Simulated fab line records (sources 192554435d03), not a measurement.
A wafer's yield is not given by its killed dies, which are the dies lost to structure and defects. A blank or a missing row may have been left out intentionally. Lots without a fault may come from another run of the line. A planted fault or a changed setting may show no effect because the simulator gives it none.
Matching of chambers / flow n5Finfet / rieDiel-05 running N5_SD_EPI_N_ETCH_45: 4 sister chambers
The step etches SiOCN in CH3F/O2, target depth 6 nm. 14 wafers are shown with their chamber, then 7 later ones without.

== WAFERS PAIRED WITH THEIR CHAMBERS ==
wafer=L081.3; chamber=1; showerheadPlenumPTorr (Torr)=2.07; throttleValvePct (%)=23.31; drypumpMotorCurrentA (A)=5.5
wafer=L081.4; chamber=0; showerheadPlenumPTorr (Torr)=2.14; throttleValvePct (%)=23.02; drypumpMotorCurrentA (A)=5.6
wafer=L081.5; chamber=1; showerheadPlenumPTorr (Torr)=2.07; throttleValvePct (%)=23.31; drypumpMotorCurrentA (A)=5.5
wafer=L082.2; chamber=2; showerheadPlenumPTorr (Torr)=2.03; throttleValvePct (%)=23.17; drypumpMotorCurrentA (A)=5.5
wafer=L082.3; chamber=0; showerheadPlenumPTorr (Torr)=2.13; throttleValvePct (%)=23.02; drypumpMotorCurrentA (A)=5.6
wafer=L082.6; chamber=3; showerheadPlenumPTorr (Torr)=1.95; throttleValvePct (%)=23.22; drypumpMotorCurrentA (A)=5.8
wafer=L087.1; chamber=1; showerheadPlenumPTorr (Torr)=2.07; throttleValvePct (%)=23.34; drypumpMotorCurrentA (A)=5.5
wafer=L087.2; chamber=2; showerheadPlenumPTorr (Torr)=2.03; throttleValvePct (%)=23.17; drypumpMotorCurrentA (A)=5.5
wafer=L087.3; chamber=0; showerheadPlenumPTorr (Torr)=2.13; throttleValvePct (%)=23.04; drypumpMotorCurrentA (A)=5.7
wafer=L088.1; chamber=0; showerheadPlenumPTorr (Torr)=2.13; throttleValvePct (%)=23.04; drypumpMotorCurrentA (A)=5.7
wafer=L088.4; chamber=1; showerheadPlenumPTorr (Torr)=2.07; throttleValvePct (%)=23.33; drypumpMotorCurrentA (A)=5.5
wafer=L088.5; chamber=3; showerheadPlenumPTorr (Torr)=1.95; throttleValvePct (%)=23.24; drypumpMotorCurrentA (A)=5.8
wafer=L092.1; chamber=2; showerheadPlenumPTorr (Torr)=2.02; throttleValvePct (%)=23.19; drypumpMotorCurrentA (A)=5.5
wafer=L092.2; chamber=3; showerheadPlenumPTorr (Torr)=1.95; throttleValvePct (%)=23.24; drypumpMotorCurrentA (A)=5.8

SIGNATURES, as means of the wafers listed above
reading=showerheadPlenumPTorr; chamber 0=2.1325; chamber 1=2.0700; chamber 2=2.0267; chamber 3=1.9500; scatter within a chamber=0.00376
reading=throttleValvePct; chamber 0=23.0300; chamber 1=23.3225; chamber 2=23.1767; chamber 3=23.2333; scatter within a chamber=0.0127
reading=drypumpMotorCurrentA; chamber 0=5.650; chamber 1=5.500; chamber 2=5.500; chamber 3=5.800; scatter within a chamber=0.0316
Rule: distance of a wafer from a chamber = root of the sum over the readings of ((wafer's reading minus chamber's mean) / reading's scatter) squared. The wafer belongs to the nearest chamber; if the next one is less than 2 further off, it can't be placed. The scatter: take each reading less its chamber's mean, square it, sum over the shown wafers, divide by the number of wafers less the number of chambers, and take the root.

== WAFERS WITHOUT THEIR CHAMBER ==
wafer=L092.3; showerheadPlenumPTorr (Torr)=2.13; throttleValvePct (%)=23.04; drypumpMotorCurrentA (A)=5.6
wafer=L093.3; showerheadPlenumPTorr (Torr)=2.02; throttleValvePct (%)=23.19; drypumpMotorCurrentA (A)=5.5
wafer=L093.4; showerheadPlenumPTorr (Torr)=2.06; throttleValvePct (%)=23.35; drypumpMotorCurrentA (A)=5.5
wafer=L093.6; showerheadPlenumPTorr (Torr)=2.06; throttleValvePct (%)=23.35; drypumpMotorCurrentA (A)=5.5
wafer=L096.3; showerheadPlenumPTorr (Torr)=1.94; throttleValvePct (%)=23.27; drypumpMotorCurrentA (A)=5.8
wafer=L096.4; showerheadPlenumPTorr (Torr)=2.02; throttleValvePct (%)=23.21; drypumpMotorCurrentA (A)=5.5
wafer=L096.6; showerheadPlenumPTorr (Torr)=2.06; throttleValvePct (%)=23.34; drypumpMotorCurrentA (A)=5.5

== WHICH CHAMBER EACH WENT THROUGH ==
wafer=L092.3; from the rows above=0; in truth=0
wafer=L093.3; from the rows above=2; in truth=2
wafer=L093.4; from the rows above=1; in truth=1
wafer=L093.6; from the rows above=1; in truth=1
wafer=L096.3; from the rows above=3; in truth=3
wafer=L096.4; from the rows above=2; in truth=2
wafer=L096.6; from the rows above=1; in truth=1
7 of 7 placed correctly. Not placeable from these rows: 0. Number placed wrongly: 0.
